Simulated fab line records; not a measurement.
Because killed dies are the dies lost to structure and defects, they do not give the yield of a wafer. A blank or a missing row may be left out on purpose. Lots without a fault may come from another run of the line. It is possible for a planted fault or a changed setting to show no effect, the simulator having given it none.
What tool caused it? :: flow nandHarc :: 6 lots with 18 wafers sampled at 5 steps, on a route of 1159 steps

## WHAT THE GAUGES SHOWED, per wafer
NHARC_END_SORT_01.
lot :: measured :: on :: killedAtArray

## TOOL THAT RAN EACH LOT (tool first, then ch and the chambers of the sampled wafers, then the start)
lot: L465
NHARC_A_SGD_CUT_DEP_00: pecvd-02 ch 0,1,2, day 14 04:05
NHARC_A_BONDPAD_STRIP_15: rieDiel-09 ch 0,1,2, day 18 05:15
NHARC_A_BONDPAD_CMP_19: cmp-01 ch 1,2, day 18 06:58
NHARC_HYBRID_BOND_ACTIVATE_00: rieDiel-06 ch 1,2,3, day 18 07:34

lot: L467
NHARC_A_SGD_CUT_DEP_00: pecvd-04 ch 0,2, day 14 22:34
NHARC_A_BONDPAD_STRIP_15: rieDiel-09 ch 0,2, day 18 21:17
NHARC_A_BONDPAD_CMP_19: cmp-04 ch 2,3, day 18 22:55
NHARC_HYBRID_BOND_ACTIVATE_00: rieDiel-06 ch 0,1, day 18 23:32

lot: L469
NHARC_A_SGD_CUT_DEP_00: pecvd-03 ch 1,2, day 15 08:17
NHARC_A_BONDPAD_STRIP_15: rieDiel-03 ch 0,1, day 19 18:42
NHARC_A_BONDPAD_CMP_19: cmp-03 ch 0,3, day 19 20:20
NHARC_HYBRID_BOND_ACTIVATE_00: rieDiel-06 ch 2,3, day 19 20:56

lot: L474
NHARC_A_SGD_CUT_DEP_00: pecvd-03 ch 0,1,2, day 16 23:11
NHARC_A_BONDPAD_STRIP_15: rieDiel-09 ch 1,2,3, day 20 23:55
NHARC_A_BONDPAD_CMP_19: cmp-03 ch 1,2,3, day 21 01:35
NHARC_HYBRID_BOND_ACTIVATE_00: rieDiel-02 ch 0,1,3, day 21 02:10

lot: L485
NHARC_A_SGD_CUT_DEP_00: pecvd-04 ch 0,1,2, day 19 01:44
NHARC_A_BONDPAD_STRIP_15: rieDiel-09 ch 2,3, day 22 23:40
NHARC_A_BONDPAD_CMP_19: cmp-04 ch 0,1,3, day 23 01:26
NHARC_HYBRID_BOND_ACTIVATE_00: rieDiel-06 ch 0,1, day 23 02:01

lot: L484
NHARC_A_SGD_CUT_DEP_00: pecvd-03 ch 0,2, day 19 02:08
NHARC_A_BONDPAD_STRIP_15: rieDiel-09 ch 0,3, day 23 10:29
NHARC_A_BONDPAD_CMP_19: cmp-04 ch 0,1, day 23 12:38
NHARC_HYBRID_BOND_ACTIVATE_00: rieDiel-06 ch 1,2,3, day 23 13:16
- NHARC_A_SGD_CUT_DEP_00: deposits SiNx, target thk 50 nm.
- NHARC_A_BONDPAD_STRIP_15: strips in O2.
- NHARC_A_BONDPAD_CMP_19: polishes, t overpolish 30 s, cu recess touch 16 s, target thk 169.8 nm.
- NHARC_HYBRID_BOND_ACTIVATE_00: chemistry N2, time 60 s.

## THE ANSWER, worked out from the rows above alone
Rule: what is usual is taken from the lots themselves. Put in order of their means at a reading, lots are off if they are a third of the lots or fewer, leave a main group of 4 or more, and stand apart from it by a gap of 3 or more times the standard deviation of the main group's means; of several such gaps the widest counts. A main group is skipped when, at the precision printed for the reading in the tables above, its means are all equal. Also off: a lot with no number at a reading for which 4 or more lots have one. The other lots that the step has rows for count as sound.
Across all readings shown, no lot is off: no conclusion can be drawn from this.

## WHAT THE SIMULATOR HAD PUT IN
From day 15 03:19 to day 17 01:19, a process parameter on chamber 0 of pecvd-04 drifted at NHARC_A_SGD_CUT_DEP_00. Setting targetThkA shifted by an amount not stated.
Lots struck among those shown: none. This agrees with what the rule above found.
